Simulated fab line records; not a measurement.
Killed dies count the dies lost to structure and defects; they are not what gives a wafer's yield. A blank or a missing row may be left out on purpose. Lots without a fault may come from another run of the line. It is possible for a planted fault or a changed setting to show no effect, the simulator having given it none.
Tool commonality check | flow nand harc | 8 lots, 24 wafers sampled

## REASON FOR OPENING
Flagged at NHARC_A_CHANNEL_HOLE_D2_CD_MEAS_10: reading cd nm, on 2 of 8 lots. Wafers without a fault read 100.1 nm, standard deviation 0.39.
Rule: a lot is flagged in two cases, either no wafer of it has a number, or all its wafers with numbers fall more than 4 standard deviations from that mean. The rest of the lots are taken to be sound.

lot  | measured     | on        | cd nm (nm), wafer by wafer | flag
L749 | day 13 03:23 | cd sem-02 | 99.7 99.9 99.8             |
L751 | day 14 09:37 | cd sem-03 | 100.0 100.5 100.2          |
L754 | day 15 22:32 | cd sem-02 | 101.4 100.1 100.9          |
L755 | day 15 23:59 | cd sem-01 | 99.8 99.8 99.6             |
L760 | day 18 05:39 | cd sem-01 | 99.7 100.7 100.8           |
L761 | day 18 06:06 | cd sem-02 | 100.2 99.9 100.2           |
L770 | day 22 10:48 | cd sem-02 | 108.5 108.5 108.5          | FLAGGED
L771 | day 23 00:31 | cd sem-01 | 109.2 108.8 109.2          | FLAGGED
On average the flagged lots' numbers are 108.8 nm, which is +8.7 nm against the usual, or +22 standard deviations.

## LOT BY LOT: THE TOOL USED
The record keeps 1 process step preceding the reading, out of 1302 steps on the route. Cell contents, in order: the tool; ch with the chambers the sampled wafers went through; the start.
lot  | flag    | NHARC_A_CHANNEL_HOLE_D2_PEB_08
L749 |         | litho track-06 ch 0, day 13 03:19
L751 |         | litho track-06 ch 0, day 14 09:32
L754 |         | litho track-04 ch 0, day 15 22:27
L755 |         | litho track-01 ch 0, day 15 23:55
L760 |         | litho track-01 ch 0, day 18 05:34
L761 |         | litho track-04 ch 0, day 18 06:01
L770 | FLAGGED | litho track-01 ch 0, day 22 10:43
L771 | FLAGGED | litho track-01 ch 0, day 23 00:26
What is done by these steps:
- NHARC_A_CHANNEL_HOLE_D2_PEB_08: peb time 65 s.
- NHARC_A_CHANNEL_HOLE_D2_CD_MEAS_10: target cd 100 nm.

## FLAGGED AGAINST TOTAL, ONE TOOL AT A TIME (gauges that did the reading follow at the end)
step                               | tool           | lots run | flagged | share of the flagged lots | sound lots run after its first flagged lot
NHARC_A_CHANNEL_HOLE_D2_PEB_08     | litho track-01 | 4        | 2       | all                       | 0
NHARC_A_CHANNEL_HOLE_D2_PEB_08     | litho track-04 | 2        | 0       | none                      | -
NHARC_A_CHANNEL_HOLE_D2_PEB_08     | litho track-06 | 2        | 0       | none                      | -
NHARC_A_CHANNEL_HOLE_D2_CD_MEAS_10 | cd sem-01      | 3        | 1       | some                      | 0
NHARC_A_CHANNEL_HOLE_D2_CD_MEAS_10 | cd sem-02      | 4        | 1       | some                      | 0
NHARC_A_CHANNEL_HOLE_D2_CD_MEAS_10 | cd sem-03      | 1        | 0       | none                      | -

## WHAT THE TABLE ALLOWS
In the table, 1 row covers all flagged lots: litho track-01 at NHARC_A_CHANNEL_HOLE_D2_PEB_08.
- litho track-01 at NHARC_A_CHANNEL_HOLE_D2_PEB_08: 2 of its 4 lots flagged. It ran its last sound lot, L760, at day 18 05:34 and its first flagged lot, L770, at day 22 10:43: a fault with its onset between the two fits. Its own readings (heater power total W, plate temp C) fall more than 4 standard deviations out on all wafers of the flagged lots.
Left over: one tool, litho track-01 at NHARC_A_CHANNEL_HOLE_D2_PEB_08.

## WHAT THE SIMULATOR HAD PUT IN
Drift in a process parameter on litho track-01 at NHARC_A_CHANNEL_HOLE_D2_PEB_08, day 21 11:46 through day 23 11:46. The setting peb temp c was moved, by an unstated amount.
Lots struck among those shown: L770, L771. The rule above found the same.
